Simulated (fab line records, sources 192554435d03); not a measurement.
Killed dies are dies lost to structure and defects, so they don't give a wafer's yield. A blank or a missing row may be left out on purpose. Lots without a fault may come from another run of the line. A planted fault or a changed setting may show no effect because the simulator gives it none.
Problem report in the 8D (eight disciplines) form, filled by code | flow n5_finfet | the parts of the form that need people (team, actions taken, sign-off) are left out

1. THE PROBLEM
M4_ILD_THK at N5_BEOL_M4_THK_MEAS_01 reads a mean of 108.0 nm on 3 wafers of 2 lots; wafers without a fault read 78.7 nm with a standard deviation of 1.1. That is +27 standard deviations from the usual mean.
First seen on wafer L629.3, day 11 19:33, on film_metro-01. The record holds 30 wafers of 11 lots with a number at this step. Rule for "out", or "out of limits": more than 4 standard deviations from the usual mean. The other wafers with a number count as sound.

2. WHAT IT IS AND WHAT IT IS NOT
question                    | is                     | is not
which readings at this step | M4_ILD_THK             | -
which lots                  | L629, L631             | L616, L618, L619, L620, L622, L623, L632, L637, L638
which wafers of those lots  | L629.3, L629.6, L631.6 | L629.2, L631.2, L631.4
read on which gauges        | film_metro-01          | film_metro-02
when                        | from day 11 19:33      | up to then (17 sound wafers); but 10 sound wafers of L631, L632, L637, L638 came after

3. SUSPECTS, AND WHAT RULES EACH OUT
Counting: a tool at a process step up to the reading stays a suspect if it ran every lot that is out. Sound lots after the first of them don't rule it out here, since some wafers of a struck lot are sound.
- the gauge at N5_BEOL_M4_THK_MEAS_01: ruled out. All the wafers that are out were read on film_metro-01, but those of them that N5_PASSIVATION_PROBE_49 has rows for are out there too, on other tools.
- pecvd-04 at N5_BEOL_M4_ILD_DEP_00 (deposits SiOC from DEMS/O2, target thk 79 nm, time 15.3 s): kept. It ran every lot that is out, first L629 (day 11 19:29); its last sound lot up to then is L622 (day 8 18:14).
- Within pecvd-04 at N5_BEOL_M4_ILD_DEP_00: the wafers that are out ran in chamber 0; their sound lot-mates ran in chambers 1, 2.
Left after counting: pecvd-04 at N5_BEOL_M4_ILD_DEP_00.

4. THE CAUSE (what the simulator had put in)
Process parameter drift: pecvd-04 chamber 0, from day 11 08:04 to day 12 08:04, at N5_BEOL_M4_ILD_DEP_00. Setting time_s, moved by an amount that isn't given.
Counting left only this tool.

5. THE CHAIN OF EFFECTS, in route order
Each row: a reading whose mean over the struck wafers that have a number lies more than 3 standard deviations from the usual. Only readings for which the record gives a usual standard deviation are gone through. hours: the time from each lot's start at the first step in this table that gives one to its start at this step, as a median over the lots. sigmas: the change in usual standard deviations.
hours | step                    | reading              | usual   | on struck wafers | change | sigmas
0     | N5_BEOL_M4_THK_MEAS_01  | M4_ILD_THK           | 78.7 nm | 108.0            | +29.3  | +27
127   | N5_PASSIVATION_PROBE_49 | defect_limited_yield | 91.1 %  | 10.9             | -80.2  | -62
127   | N5_PASSIVATION_PROBE_49 | killed_at_M4_up      | 16      | 963              | +947   | +99 or more
127   | N5_PASSIVATION_PROBE_49 | killed_dies          | 104     | 1051             | +947   | +59
127   | N5_PASSIVATION_PROBE_49 | killed_on_rim        | 14      | 62               | +48    | +12
127   | N5_PASSIVATION_PROBE_49 | sort_bin_5_function  | 5.1 %   | 85.4             | +80.3  | +94
127   | N5_PASSIVATION_PROBE_49 | sort_n_pass          | 1075    | 129              | -946   | -59
127   | N5_PASSIVATION_PROBE_49 | sort_yield_pct       | 91.1 %  | 10.9             | -80.2  | -57
The process steps in it:
- N5_PASSIVATION_PROBE_49

6. WHAT WOULD HAVE CAUGHT IT SOONER
In this record the first reading out of limits at a measuring or inspecting step was taken at day 11 19:33, 11 hours after the fault began at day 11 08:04.
Of the tool readings at N5_BEOL_M4_ILD_DEP_00 for which the record gives a usual standard deviation, none was out on any struck wafer, so an alarm limit of 4 standard deviations on them would not have fired.
Of the lots that are out (2), L631 began N5_BEOL_M4_ILD_DEP_00 on pecvd-04 after day 11 19:33. A hold on the tool at that time would have spared it.
